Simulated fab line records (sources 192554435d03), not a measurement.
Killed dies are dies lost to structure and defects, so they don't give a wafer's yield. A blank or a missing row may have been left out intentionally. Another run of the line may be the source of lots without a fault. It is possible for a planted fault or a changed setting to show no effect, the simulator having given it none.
fab line records :: flow n5-finfet
[record]
  lots = 4
  wafers = 12
  last-day = 16
route steps=1938 shown BEOL_M2@919 BEOL_M3@931 BEOL_M4@1111 PASSIVATION@1936
lots that met no fault: taken from a fault-free run of the same line
start-h: the number of hours between the record's first day and the start of the first shown wafer of the lot :: wait-h: hours elapsed since this lot's preceding step :: " identical to the entry in the row above :: L1.1+2: one row covering several wafers at once :: - either no value or no given start :: * or withheld: withheld :: < > ~ a bound
route shown NAME@n: NAME is a module with steps in the file, n the number in the route of the first one :: usual: the fault-free wafers' mean and standard deviation :: same: alike in all rows :: chamber/n: place in a boat :: sites: readings site by site :: _std_site: how widely they spread, as a standard deviation :: _edge_site: mean of outer sites minus mean of inner sites :: radius-mm: how far each site lies from the wafer's centre :: mask NAME#n: copy n :: behind: the last tool/chamber to shape the wafer :: hold: why the lot went on hold/how many hours it stayed there/how the hold came to an end :: device: the n, p or np transistor that did not switch :: end of line: the route-end tests of the same wafers :: a step without rows: its recipe alone :: killed: at the first sort, the dies lost to defects and structure; wafer yield is something else :: map: a wafer's dies, x killed, . not, _ none there
set.NAME: the run value of the setting; set.NAME@STEP: its run value at that earlier step :: model.NAME: the simulator's own value behind a step, which no gauge read
a table for each step, a row for each wafer; lots at some steps of the route
services: from which hour (start-h, from the record's first day; less than 0 if before it) a tool's chamber was out of use, for how many hours, and why
[[steps]]
[step N5_BEOL_M2_ANNEAL_95]
[recipe]
  temp-c = 400
  time-s = 240
  ambient = vacuum
[step N5_BEOL_M2_SPUTTER_96]
[recipe]
  material = Cu
  target-thk-a = 45
  temp-c = -20
  chamber-pressure-pa = 0.07
  power-w = withheld
  time-s = 8.29
[step N5_BEOL_M2_ECD_50]
[recipe]
  material = Cu
  target-thk-a = 3000
[step N5_BEOL_M2_ANNEAL_51]
[recipe]
  temp-c = 225
  time-s = 90
  ambient = N2
[step N5_BEOL_M2_CMP_52]
[recipe]
  stop-on = SiOC
  t-overpolish-s = 6.8
  down-force-psi = 1
  platen-rpm = 50
  clearing-platen-down-force-psi = 1.5
  clearing-platen-rpm = 50
  post-cmp-clean = cu-alkaline
  target-thk-nm = 40
  clearing-platen-pad-velocity-m-s = 0.99484
  pad-velocity-m-s = 0.99484
[step N5_BEOL_M2_PRE_CLEAN_60]
[recipe]
  gas = NH3/H2
  time-s = 15
  temp-c = *
  rf-power-w = 300
[step N5_BEOL_M2_CO_CAP_55]
[recipe]
  material = Co
  target-thk-a = 20
  temp-c = 200
  precursor = CCTBA/H2
  pressure-torr = 30
  time-s = 102.1
[step N5_BEOL_M2_PRE_CLEAN_56]
[recipe]
  gas = NH3
  time-s = 15
  temp-c = withheld
  rf-power-w = 300
[step N5_BEOL_M2_DEP_57]
[recipe]
  material = SiCN
  target-thk-a = 80
  temp-c = withheld
  precursor = 3MS/NH3
  pressure-torr = 3
  rf-w = 202
  time-s = 14
[step N5_BEOL_M3_ILD_DEP_00]
[recipe]
  material = SiOC
  target-thk-a = 790
  temp-c = 350
  precursor = DEMS/O2
  pressure-torr = 5
  rf-w = 500
  time-s = 15.3
[usual]
  chamber-pressure-Torr = 5.001/0.011
  heater-power-outer-w = 260/54
  heater-power-w = 500/97
  showerhead-plenum-p-Torr = 5.702/0.011
  showerhead-vpp-V = 1380/68
  throttle-valve-pct = 11.7/0.54
lot.wafer: L253.1
tool: pecvd-01
chamber: 0
start-h: 180.18
wait-h: 0.0
chamber-pressure-Torr: 4.993
heater-power-outer-w: 196
heater-power-w: 401
showerhead-plenum-p-Torr: 5.707
showerhead-vpp-V: 1445
throttle-valve-pct: 11.8

lot.wafer: L253.3
tool: pecvd-01
chamber: 2
start-h: 180.18
wait-h: 0.0
chamber-pressure-Torr: 5.006
heater-power-outer-w: 260
heater-power-w: 524
showerhead-plenum-p-Torr: 5.723
showerhead-vpp-V: 1383
throttle-valve-pct: 11.3

lot.wafer: L253.4
tool: pecvd-01
chamber: 1
start-h: 180.18
wait-h: 0.0
chamber-pressure-Torr: 5.000
heater-power-outer-w: 244
heater-power-w: 455
showerhead-plenum-p-Torr: 5.715
showerhead-vpp-V: 1383
throttle-valve-pct: 11.8

lot.wafer: L257.2
tool: pecvd-04
chamber: 2
start-h: 204.46
wait-h: 0.0
chamber-pressure-Torr: -
heater-power-outer-w: -
heater-power-w: -
showerhead-plenum-p-Torr: -
showerhead-vpp-V: -
throttle-valve-pct: -

lot.wafer: L257.4
tool: pecvd-04
chamber: 2
start-h: 204.46
wait-h: 0.0
chamber-pressure-Torr: -
heater-power-outer-w: -
heater-power-w: -
showerhead-plenum-p-Torr: -
showerhead-vpp-V: -
throttle-valve-pct: -

lot.wafer: L257.5
tool: pecvd-04
chamber: 1
start-h: 204.46
wait-h: 0.0
chamber-pressure-Torr: -
heater-power-outer-w: -
heater-power-w: -
showerhead-plenum-p-Torr: -
showerhead-vpp-V: -
throttle-valve-pct: -

lot.wafer: L258.1
tool: pecvd-01
chamber: 1
start-h: 214.16
wait-h: 0.0
chamber-pressure-Torr: -
heater-power-outer-w: -
heater-power-w: -
showerhead-plenum-p-Torr: -
showerhead-vpp-V: -
throttle-valve-pct: -

lot.wafer: L258.2
tool: pecvd-01
chamber: 0
start-h: 214.16
wait-h: 0.0
chamber-pressure-Torr: -
heater-power-outer-w: -
heater-power-w: -
showerhead-plenum-p-Torr: -
showerhead-vpp-V: -
throttle-valve-pct: -

lot.wafer: L258.6
tool: pecvd-01
chamber: 1
start-h: 214.16
wait-h: 0.0
chamber-pressure-Torr: -
heater-power-outer-w: -
heater-power-w: -
showerhead-plenum-p-Torr: -
showerhead-vpp-V: -
throttle-valve-pct: -

lot.wafer: L265.4
tool: pecvd-01
chamber: 2
start-h: 255.69
wait-h: 0.1
chamber-pressure-Torr: 4.985
heater-power-outer-w: 223
heater-power-w: 469
showerhead-plenum-p-Torr: 5.726
showerhead-vpp-V: 1372
throttle-valve-pct: 11.5

lot.wafer: L265.5
tool: pecvd-01
chamber: 0
start-h: 255.69
wait-h: 0.1
chamber-pressure-Torr: 5.012
heater-power-outer-w: 230
heater-power-w: 455
showerhead-plenum-p-Torr: 5.719
showerhead-vpp-V: 1431
throttle-valve-pct: 11.7

lot.wafer: L265.6
tool: pecvd-01
chamber: 1
start-h: 255.69
wait-h: 0.1
chamber-pressure-Torr: 5.002
heater-power-outer-w: 279
heater-power-w: 485
showerhead-plenum-p-Torr: 5.716
showerhead-vpp-V: 1373
throttle-valve-pct: 12.1
[step N5_BEOL_M3_PECVD_72]
[recipe]
  material = SiO2
  target-thk-a = 160
  temp-c = 400
  precursor = TEOS/O2
  pressure-torr = 5.5
  rf-w = 450
  teos-flow-sccm = 53.8
  gas = O2
  flow-sccm = 3000
  time-s = 18
[step N5_BEOL_M3_HM_DEP_02]
[recipe]
  material = TiN
  target-thk-a = 200
  temp-c = 25
  chamber-pressure-pa = 0.49996
[step N5_BEOL_M3_COAT_61]
[recipe]
  resist = SOC
  temp-c = 250
  time-s = 60
  spin-rpm = 1500
  resist-thk-nm = 60
[step N5_BEOL_M3_COAT_62]
[recipe]
  resist = SiARC
  temp-c = 220
  time-s = 60
  spin-rpm = 1500
  resist-thk-nm = 12
[step N5_BEOL_M3_COAT_73]
[recipe]
  resist = underlayer
  temp-c = 205
  time-s = 60
  spin-rpm = 1500
  resist-thk-nm = 5
[step N5_BEOL_M3_COAT_05]
[recipe]
  resist = CAR-EUV
  spin-rpm = 1500
  resist-thk-nm = 30
[step N5_BEOL_M3_EBR_07]
[recipe]
  solvent = PGMEA
  ebr-width-mm = 1.5
[step N5_BEOL_M3_SOFTBAKE_06]
[recipe]
  temp-c = 110
  time-s = 60
  resist = CAR-EUV
[step N5_BEOL_M3_EXPOSE_08]
[recipe]
  mask-id = M3
  na = 0.33
  source-shape = dipole
  sigma-inner = 0.369
  sigma-outer = 0.767
  polarization = unpolarized
  dose-mj = 33
[step N5_BEOL_M3_PEB_09]
[recipe]
  peb-temp-c = 100
  peb-time-s = 60
  resist = CAR-EUV
[step N5_BEOL_M3_DEVELOP_10]
[recipe]
  develop-time-s = 30
  developer = TMAH
  resist = CAR-EUV
  rinse-liquid = surfactant-rinse
  dry = air-spin
  dev-temp-c = 23
[step N5_BEOL_M3_DESCUM_16]
[recipe]
  chemistry = O2
  time-s = 7
  source-power-w = 50
  bias-power-w = 20
  pressure-mtorr = 20
  rf-frequency-hz = 2.712e+07
  temp-c = 40
  resist = CAR-EUV
  o2-flow-sccm = 225
[step N5_BEOL_M3_ETCH_74]
[recipe]
  chemistry = N2/H2
  target = underlayer
  target-depth-a = 65
  mask-material = CAR-EUV
  time-s = 5.2
  ion-energy-ev = 200
  pressure-mtorr = 30
  source-w = 840
  bias-w = 150
  n2-flow-sccm = 200
  h2-flow-sccm = 200
  ends = cleared
[step N5_BEOL_M3_ETCH_63]
[recipe]
  chemistry = CF4
  target = SiARC
  target-depth-a = 156
  mask-material = CAR-EUV
  time-s = 26
  ion-energy-ev = 80
  pressure-mtorr = 40
  source-w = 545
  bias-w = 36
  Ar_flow_sccm = 100
  cf4-flow-sccm = 100
  ends = cleared
[step N5_BEOL_M3_ETCH_64]
[recipe]
  chemistry = N2/H2
  target = SOC
  target-depth-a = 750
  overetch-a = 150
  mask-material = SiARC
  temp-c = 40
  time-s = 112.5
  ion-energy-ev = 200
  pressure-mtorr = 30
  source-w = 840
  bias-w = 150
  n2-flow-sccm = 200
  h2-flow-sccm = 200
[step N5_BEOL_M3_STRIP_65]
[recipe]
  chemistry = N2/H2
  temp-c = 40
  n2-flow-sccm = 200
  h2-flow-sccm = 200
  rf-frequency-hz = 6e+07
[step N5_BEOL_M3_STRIP_75]
[recipe]
  chemistry = N2/H2
  temp-c = 40
  n2-flow-sccm = 200
  h2-flow-sccm = 200
  rf-frequency-hz = 6e+07
[step N5_BEOL_M3_STRIP_66]
[recipe]
  chemistry = CF4
  resist = SiARC
  power-w = 300
  bias-power-w = 75
  pressure-mtorr = 50
  cf4-flow-sccm = 150
  rf-frequency-hz = 6e+07
[step N5_BEOL_M3_HM_OPEN_17]
[recipe]
  chemistry = Cl2/BCl3
  target-depth-a = 200
  overetch-a = 60
  target = TiN
  mask-material = SOC
  ion-energy-ev = 150
  pressure-mtorr = 10
  icp-w = 1000
  bias-w = 126
  Cl2_flow_sccm = 53.25
  bcl3-flow-sccm = 21.75
  Ar_flow_sccm = 25
[step N5_BEOL_M3_STRIP_19]
[recipe]
  chemistry = O2
  power-w = 400
  temp-c = 40
  pressure-mtorr = 30
  rf-frequency-hz = 6e+07
  bias-power-w = 0
  overash-fraction = 0.2
  o2-flow-sccm = 225
[step N5_BEOL_M3_COAT_67]
[recipe]
  resist = SOC
  temp-c = 250
  time-s = 60
  spin-rpm = 1500
  resist-thk-nm = 60
[step N5_BEOL_M3_COAT_68]
[recipe]
  resist = SiARC
  temp-c = 220
  time-s = 60
  spin-rpm = 1500
  resist-thk-nm = 12
[step N5_BEOL_M3_COAT_76]
[recipe]
  resist = underlayer
  temp-c = 205
  time-s = 60
  spin-rpm = 1500
  resist-thk-nm = 5
[step N5_BEOL_M3_COAT_22]
[recipe]
  resist = CAR-EUV
  spin-rpm = 1500
  resist-thk-nm = 30
[step N5_BEOL_M3_OCD_MEAS_38]
[usual]
  trench-depth-nm = 55.5/0.85
lot.wafer: L253.1
tool: ocd-02
chamber: -
start-h: 190.18
wait-h: -
trench-depth-nm: 55.0

lot.wafer: L253.3
tool: ocd-02
chamber: -
start-h: 190.18
wait-h: -
trench-depth-nm: 55.3

lot.wafer: L253.4
tool: ocd-02
chamber: -
start-h: 190.18
wait-h: -
trench-depth-nm: 54.5

lot.wafer: L257.2
tool: ocd-01
chamber: -
start-h: 212.59
wait-h: -
trench-depth-nm: -

lot.wafer: L257.4
tool: ocd-01
chamber: -
start-h: 212.59
wait-h: -
trench-depth-nm: -

lot.wafer: L257.5
tool: ocd-01
chamber: -
start-h: 212.59
wait-h: -
trench-depth-nm: -

lot.wafer: L258.1
tool: ocd-02
chamber: -
start-h: 222.23
wait-h: -
trench-depth-nm: -

lot.wafer: L258.2
tool: ocd-02
chamber: -
start-h: 222.23
wait-h: -
trench-depth-nm: -

lot.wafer: L258.6
tool: ocd-02
chamber: -
start-h: 222.23
wait-h: -
trench-depth-nm: -

lot.wafer: L265.4
tool: ocd-02
chamber: -
start-h: 266.64
wait-h: -
trench-depth-nm: 55.2

lot.wafer: L265.5
tool: ocd-02
chamber: -
start-h: 266.64
wait-h: -
trench-depth-nm: 55.1

lot.wafer: L265.6
tool: ocd-02
chamber: -
start-h: 266.64
wait-h: -
trench-depth-nm: 56.2
[step N5_BEOL_M4_RC_MEAS_101]
[usual]
  DIBL_N = 36.4/1.5
  DIBL_P = 36.6/1.9
  IOFF_N = 0.155/0.021
  IOFF_P = 0.211/0.028
  ION_N = 671/8.6
  ION_P = 462/5.8
  SS_N = 71.5/0.5
  SS_P = 73.4/0.58
  VT_N = 250.1/2.4
  VT_P = -250.1/3
lot.wafer: L253.1
tool: prober-02
chamber: 0
start-h: 207.70
wait-h: 0.0
DIBL_N[mV/V]: 34.2
DIBL_P[mV/V]: 33.3
IOFF_N[nA/um]: 0.116
IOFF_P[nA/um]: 0.171
ION_N[uA/um]: 657
ION_P[uA/um]: 460
SS_N[mV/dec]: 71.2
SS_P[mV/dec]: 72.3
VT_N[mV]: 251.6
VT_P[mV]: -255.3

lot.wafer: L253.3
tool: prober-02
chamber: 0
start-h: 207.70
wait-h: 0.0
DIBL_N[mV/V]: 35.4
DIBL_P[mV/V]: 35.3
IOFF_N[nA/um]: 0.141
IOFF_P[nA/um]: 0.204
ION_N[uA/um]: 668
ION_P[uA/um]: 466
SS_N[mV/dec]: 71.0
SS_P[mV/dec]: 73.1
VT_N[mV]: 250.3
VT_P[mV]: -248.9

lot.wafer: L253.4
tool: prober-02
chamber: 0
start-h: 207.70
wait-h: 0.0
DIBL_N[mV/V]: 38.1
DIBL_P[mV/V]: 37.4
IOFF_N[nA/um]: 0.175
IOFF_P[nA/um]: 0.223
ION_N[uA/um]: 664
ION_P[uA/um]: 462
SS_N[mV/dec]: 71.5
SS_P[mV/dec]: 73.7
VT_N[mV]: 249.8
VT_P[mV]: -249.3

lot.wafer: L265.4
tool: prober-02
chamber: 0
start-h: 278.42
wait-h: 0.5
DIBL_N[mV/V]: 36.5
DIBL_P[mV/V]: 39.2
IOFF_N[nA/um]: 0.179
IOFF_P[nA/um]: 0.239
ION_N[uA/um]: 677
ION_P[uA/um]: 466
SS_N[mV/dec]: 71.5
SS_P[mV/dec]: 73.3
VT_N[mV]: 249.6
VT_P[mV]: -249.1

lot.wafer: L265.5
tool: prober-02
chamber: 0
start-h: 278.42
wait-h: 0.5
DIBL_N[mV/V]: 35.6
DIBL_P[mV/V]: 37.8
IOFF_N[nA/um]: 0.161
IOFF_P[nA/um]: 0.225
ION_N[uA/um]: 674
ION_P[uA/um]: 464
SS_N[mV/dec]: 71.4
SS_P[mV/dec]: 73.4
VT_N[mV]: 250.0
VT_P[mV]: -248.6

lot.wafer: L265.6
tool: prober-02
chamber: 0
start-h: 278.42
wait-h: 0.5
DIBL_N[mV/V]: 35.2
DIBL_P[mV/V]: 37.0
IOFF_N[nA/um]: 0.158
IOFF_P[nA/um]: 0.206
ION_N[uA/um]: 676
ION_P[uA/um]: 462
SS_N[mV/dec]: 71.6
SS_P[mV/dec]: 73.3
VT_N[mV]: 249.0
VT_P[mV]: -249.4
[step N5_PASSIVATION_PROBE_49]
[usual]
  defect-limited-yield = 91.5/1.4
  killed_at_M0_to_M3 = 33/10
  killed_at_M4_up = 13/5
  killed-at-contacts = 13/5.6
  killed-at-front-end = 38/12
  killed-at-other = 3.9/2.7
  killed-dies = 100/16
  killed-on-rim = 13/4
  killed-open = 66/13
  killed-short = 32/7.2
  sort_bin_5_function = 5.0/0.97
  sort_bin_6_memory = 3.2/0.61
  sort-n-pass = 1080/16
  sort-yield-pct = 91.5/1.4
[same]
  gross-dies = 1180
  killed-at-back-side = 0
  sort_bin_4_leakage[%] = 0
  sort_bin_8_speed[%] = 0
lot.wafer: L257.2
tool: prober-02
chamber: -
start-h: 327.17
wait-h: 0.1
defect-limited-yield[%]: 0
killed_at_M0_to_M3: 1173
killed_at_M4_up: 1
killed-at-contacts: 3
killed-at-front-end: 3
killed-at-other: 0
killed-dies: 1180
killed-on-rim: 152
killed-open: 6
killed-short: 4
sort_bin_5_function[%]: 73.5
sort_bin_6_memory[%]: 3.3
sort-n-pass: 0
sort-yield-pct[%]: 0

lot.wafer: L257.4
tool: prober-02
chamber: -
start-h: 327.27
wait-h: 0.2
defect-limited-yield[%]: 0
killed_at_M0_to_M3: 1169
killed_at_M4_up: 1
killed-at-contacts: 1
killed-at-front-end: 8
killed-at-other: 1
killed-dies: 1180
killed-on-rim: 152
killed-open: 10
killed-short: 5
sort_bin_5_function[%]: 69.9
sort_bin_6_memory[%]: 3.9
sort-n-pass: 0
sort-yield-pct[%]: 0

lot.wafer: L257.5
tool: prober-02
chamber: -
start-h: 327.32
wait-h: 0.2
defect-limited-yield[%]: 0
killed_at_M0_to_M3: 1167
killed_at_M4_up: 2
killed-at-contacts: 3
killed-at-front-end: 8
killed-at-other: 0
killed-dies: 1180
killed-on-rim: 152
killed-open: 13
killed-short: 5
sort_bin_5_function[%]: 74.1
sort_bin_6_memory[%]: 3.2
sort-n-pass: 0
sort-yield-pct[%]: 0

lot.wafer: L258.1
tool: prober-02
chamber: -
start-h: 336.29
wait-h: 0.0
defect-limited-yield[%]: 0
killed_at_M0_to_M3: 1172
killed_at_M4_up: 2
killed-at-contacts: 1
killed-at-front-end: 3
killed-at-other: 2
killed-dies: 1180
killed-on-rim: 152
killed-open: 6
killed-short: 6
sort_bin_5_function[%]: 73.0
sort_bin_6_memory[%]: 3.4
sort-n-pass: 0
sort-yield-pct[%]: 0

lot.wafer: L258.2
tool: prober-02
chamber: -
start-h: 336.34
wait-h: 0.1
defect-limited-yield[%]: 0
killed_at_M0_to_M3: 1172
killed_at_M4_up: 0
killed-at-contacts: 0
killed-at-front-end: 7
killed-at-other: 1
killed-dies: 1180
killed-on-rim: 152
killed-open: 9
killed-short: 4
sort_bin_5_function[%]: 70.7
sort_bin_6_memory[%]: 3.6
sort-n-pass: 0
sort-yield-pct[%]: 0

lot.wafer: L258.6
tool: prober-02
chamber: -
start-h: 336.54
wait-h: 0.3
defect-limited-yield[%]: 0
killed_at_M0_to_M3: 1166
killed_at_M4_up: 2
killed-at-contacts: 4
killed-at-front-end: 7
killed-at-other: 1
killed-dies: 1180
killed-on-rim: 152
killed-open: 17
killed-short: 5
sort_bin_5_function[%]: 73.5
sort_bin_6_memory[%]: 3.5
sort-n-pass: 0
sort-yield-pct[%]: 0

lot.wafer: L265.4
tool: prober-01
chamber: -
start-h: 382.95
wait-h: 0.2
defect-limited-yield[%]: 92.5
killed_at_M0_to_M3: 28
killed_at_M4_up: 22
killed-at-contacts: 7
killed-at-front-end: 26
killed-at-other: 6
killed-dies: 89
killed-on-rim: 12
killed-open: 57
killed-short: 31
sort_bin_5_function[%]: 4.2
sort_bin_6_memory[%]: 3.0
sort-n-pass: 1091
sort-yield-pct[%]: 92.5

lot.wafer: L265.6
tool: prober-01
chamber: -
start-h: 383.05
wait-h: 0.3
defect-limited-yield[%]: 92.0
killed_at_M0_to_M3: 28
killed_at_M4_up: 13
killed-at-contacts: 10
killed-at-front-end: 37
killed-at-other: 6
killed-dies: 94
killed-on-rim: 4
killed-open: 53
killed-short: 41
sort_bin_5_function[%]: 4.7
sort_bin_6_memory[%]: 3.1
sort-n-pass: 1086
sort-yield-pct[%]: 92.0
// killed by level:class
L257.2 BEOL_M3:lost-pattern=1163 BEOL_M3:area-dep=7 FIN_SAQP:geometric-particle:open=2 MOL_CONTACT_COAG:geometric-particle:open=2 MOL_CONTACT_COAG:geometric-particle:short=1 BEOL_M0_SAQP:geometric-particle:short=1 BEOL_M1:geometric-particle:open=1 BEOL_M1:geometric-particle:short=1
L257.4 BEOL_M3:lost-pattern=1160 BEOL_M3:area-dep=4 FIN_SAQP:geometric-particle:short=2 BEOL_M1:geometric-particle:open=2 STARTING-WAFER:geometric-particle:open=2 FIN_SAQP:geometric-particle:open=1 STI_FIN_REVEAL:geometric-particle:open=1 GATE_CUT:geometric-particle:short=1
L257.5 BEOL_M3:lost-pattern=1155 BEOL_M3:area-dep=7 MOL_CONTACT_COAG:geometric-particle:open=3 FIN_SAQP:geometric-particle:short=2 BEOL_M3:geometric-particle:open=2 FIN_SAQP:geometric-particle:open=1 STI_FIN_REVEAL:geometric-particle:open=1 DUMMY_GATE:geometric-particle:short=1
L258.1 BEOL_M3:lost-pattern=1162 BEOL_M3:area-dep=6 PASS1_CAP:geometric-particle:open=1 STI_FIN_REVEAL:geometric-particle:open=1 SPACER0:geometric-particle:short=1 GATE_CUT:geometric-particle:short=1 PASS1_CAP:geometric-particle:short=1 MOL_CONTACT_COAG:geometric-particle:open=1
L258.2 BEOL_M3:lost-pattern=1166 BEOL_M1:geometric-particle:open=2 FIN_SAQP:geometric-particle:open=1 FIN_CUT:geometric-particle:open=1 STI_FIN_REVEAL:geometric-particle:open=1 SPACER0:geometric-particle:short=1 ILD0:geometric-particle:open=1 GATE_CUT:geometric-particle:open=1
L258.6 BEOL_M3:lost-pattern=1155 MOL_CONTACT_COAG:geometric-particle:open=4 BEOL_M0_SAQP:geometric-particle:open=3 BEOL_M3:area-dep=3 BEOL_M0_SAQP:geometric-particle:short=2 FIN_SAQP:geometric-particle:open=1 FIN_CUT:geometric-particle:open=1 STI_FIN_REVEAL:geometric-particle:open=1
L265.4 BEOL_M4:geometric-particle:open=10 FIN_SAQP:geometric-particle:open=9 BEOL_M0_SAQP:geometric-particle:short=7 FIN_SAQP:geometric-particle:short=6 BEOL_M5:geometric-particle:open=5 MOL_CONTACT_COAG:geometric-particle:open=5 BEOL_M0_SAQP:geometric-particle:open=5 BEOL_M1:geometric-particle:open=5
L265.6 BEOL_M1:geometric-particle:open=13 FIN_SAQP:geometric-particle:short=8 STI_FIN_REVEAL:geometric-particle:open=7 MOL_CONTACT_COAG:geometric-particle:open=7 GATE_CUT:geometric-particle:short=6 BEOL_M0_SAQP:geometric-particle:short=5 STI_FIN_REVEAL:geometric-particle:short=4 FIN_SAQP:geometric-particle:open=3
// map L257.2 (x killed, . not)
_________________xxxxxxxxxxxx________________
______________xxxxxxxxxxxxxxxxxx_____________
___________xxxxxxxxxxxxxxxxxxxxxxxx__________
__________xxxxxxxxxxxxxxxxxxxxxxxxxx_________
________xxxxxxxxxxxxxxxxxxxxxxxxxxxxxx_______
_______xxxxxxxxxxxxxxxxxxxxxxxxxxxxxxxx______
______xxxxxxxxxxxxxxxxxxxxxxxxxxxxxxxxxx_____
_____xxxxxxxxxxxxxxxxxxxxxxxxxxxxxxxxxxxx____
____xxxxxxxxxxxxxxxxxxxxxxxxxxxxxxxxxxxxxx___
___xxxxxxxxxxxxxxxxxxxxxxxxxxxxxxxxxxxxxxxx__
___xxxxxxxxxxxxxxxxxxxxxxxxxxxxxxxxxxxxxxxx__
__xxxxxxxxxxxxxxxxxxxxxxxxxxxxxxxxxxxxxxxxxx_
__xxxxxxxxxxxxxxxxxxxxxxxxxxxxxxxxxxxxxxxxxx_
_xxxxxxxxxxxxxxxxxxxxxxxxxxxxxxxxxxxxxxxxxxxx
_xxxxxxxxxxxxxxxxxxxxxxxxxxxxxxxxxxxxxxxxxxxx
_xxxxxxxxxxxxxxxxxxxxxxxxxxxxxxxxxxxxxxxxxxxx
_xxxxxxxxxxxxxxxxxxxxxxxxxxxxxxxxxxxxxxxxxxxx
_xxxxxxxxxxxxxxxxxxxxxxxxxxxxxxxxxxxxxxxxxxxx
_xxxxxxxxxxxxxxxxxxxxxxxxxxxxxxxxxxxxxxxxxxxx
_xxxxxxxxxxxxxxxxxxxxxxxxxxxxxxxxxxxxxxxxxxxx
_xxxxxxxxxxxxxxxxxxxxxxxxxxxxxxxxxxxxxxxxxxxx
__xxxxxxxxxxxxxxxxxxxxxxxxxxxxxxxxxxxxxxxxxx_
__xxxxxxxxxxxxxxxxxxxxxxxxxxxxxxxxxxxxxxxxxx_
___xxxxxxxxxxxxxxxxxxxxxxxxxxxxxxxxxxxxxxxx__
___xxxxxxxxxxxxxxxxxxxxxxxxxxxxxxxxxxxxxxxx__
____xxxxxxxxxxxxxxxxxxxxxxxxxxxxxxxxxxxxxx___
_____xxxxxxxxxxxxxxxxxxxxxxxxxxxxxxxxxxxx____
______xxxxxxxxxxxxxxxxxxxxxxxxxxxxxxxxxx_____
_______xxxxxxxxxxxxxxxxxxxxxxxxxxxxxxxx______
________xxxxxxxxxxxxxxxxxxxxxxxxxxxxxx_______
__________xxxxxxxxxxxxxxxxxxxxxxxxxx_________
___________xxxxxxxxxxxxxxxxxxxxxxxx__________
______________xxxxxxxxxxxxxxxxxx_____________
_________________xxxxxxxxxxxx________________
// map L258.1 (x killed, . not)
_________________xxxxxxxxxxxx________________
______________xxxxxxxxxxxxxxxxxx_____________
___________xxxxxxxxxxxxxxxxxxxxxxxx__________
__________xxxxxxxxxxxxxxxxxxxxxxxxxx_________
________xxxxxxxxxxxxxxxxxxxxxxxxxxxxxx_______
_______xxxxxxxxxxxxxxxxxxxxxxxxxxxxxxxx______
______xxxxxxxxxxxxxxxxxxxxxxxxxxxxxxxxxx_____
_____xxxxxxxxxxxxxxxxxxxxxxxxxxxxxxxxxxxx____
____xxxxxxxxxxxxxxxxxxxxxxxxxxxxxxxxxxxxxx___
___xxxxxxxxxxxxxxxxxxxxxxxxxxxxxxxxxxxxxxxx__
___xxxxxxxxxxxxxxxxxxxxxxxxxxxxxxxxxxxxxxxx__
__xxxxxxxxxxxxxxxxxxxxxxxxxxxxxxxxxxxxxxxxxx_
__xxxxxxxxxxxxxxxxxxxxxxxxxxxxxxxxxxxxxxxxxx_
_xxxxxxxxxxxxxxxxxxxxxxxxxxxxxxxxxxxxxxxxxxxx
_xxxxxxxxxxxxxxxxxxxxxxxxxxxxxxxxxxxxxxxxxxxx
_xxxxxxxxxxxxxxxxxxxxxxxxxxxxxxxxxxxxxxxxxxxx
_xxxxxxxxxxxxxxxxxxxxxxxxxxxxxxxxxxxxxxxxxxxx
_xxxxxxxxxxxxxxxxxxxxxxxxxxxxxxxxxxxxxxxxxxxx
_xxxxxxxxxxxxxxxxxxxxxxxxxxxxxxxxxxxxxxxxxxxx
_xxxxxxxxxxxxxxxxxxxxxxxxxxxxxxxxxxxxxxxxxxxx
_xxxxxxxxxxxxxxxxxxxxxxxxxxxxxxxxxxxxxxxxxxxx
__xxxxxxxxxxxxxxxxxxxxxxxxxxxxxxxxxxxxxxxxxx_
__xxxxxxxxxxxxxxxxxxxxxxxxxxxxxxxxxxxxxxxxxx_
___xxxxxxxxxxxxxxxxxxxxxxxxxxxxxxxxxxxxxxxx__
___xxxxxxxxxxxxxxxxxxxxxxxxxxxxxxxxxxxxxxxx__
____xxxxxxxxxxxxxxxxxxxxxxxxxxxxxxxxxxxxxx___
_____xxxxxxxxxxxxxxxxxxxxxxxxxxxxxxxxxxxx____
______xxxxxxxxxxxxxxxxxxxxxxxxxxxxxxxxxx_____
_______xxxxxxxxxxxxxxxxxxxxxxxxxxxxxxxx______
________xxxxxxxxxxxxxxxxxxxxxxxxxxxxxx_______
__________xxxxxxxxxxxxxxxxxxxxxxxxxx_________
___________xxxxxxxxxxxxxxxxxxxxxxxx__________
______________xxxxxxxxxxxxxxxxxx_____________
_________________xxxxxxxxxxxx________________
[[services]]
tool: pecvd-04
chamber: -
start-h: 158.95
hours: 1.4
kind: repair

tool: pecvd-04
chamber: 2
start-h: 196.29
hours: 4.3
kind: repair

tool: pecvd-04
chamber: 2
start-h: 200.63
hours: 2.1
kind: scheduled-down

tool: pecvd-04
chamber: 0
start-h: 202.76
hours: 5.5
kind: scheduled-down

tool: pecvd-04
chamber: 0
start-h: 208.30
hours: 5.5
kind: scheduled-down

tool: pecvd-04
chamber: 0
start-h: 218.92
hours: 5.0
kind: scheduled-down

tool: pecvd-01
chamber: 2
start-h: 232.62
hours: 4.2
kind: repair
[[key]]
[first-sign]
  step = N5_BEOL_M3_ILD_DEP_00
  reading = tool-record
  direction = missing
[effect]
  step = N5_BEOL_M3_OCD_MEAS_38
  reading = trench-depth-nm
  direction = missing
[effect]
  step = N5_PASSIVATION_PROBE_49
  reading = killed_at_M0_to_M3
  direction = up
  sigmas = 99+
  usual = 33
  struck = 1170
met-at N5_BEOL_M3_ILD_DEP_00
struck-wafers L257.2,L257.4,L257.5,L258.1,L258.2,L258.6
later-rows-left-out L257.2,L257.4,L257.5,L258.1,L258.2,L258.6
onset-between 180.18 204.46
[fault]
  kind = skipped-step-whole
  tool = pecvd-01,pecvd-04
  chamber = -
  onset-h = 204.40
  steps = N5_BEOL_M3_ILD_DEP_00
  scope = struck-lots-only
// later-rows-left-out: the simulator's readings of these wafers behind a module that went badly wrong aren't trusted and aren't shown, but for the sort
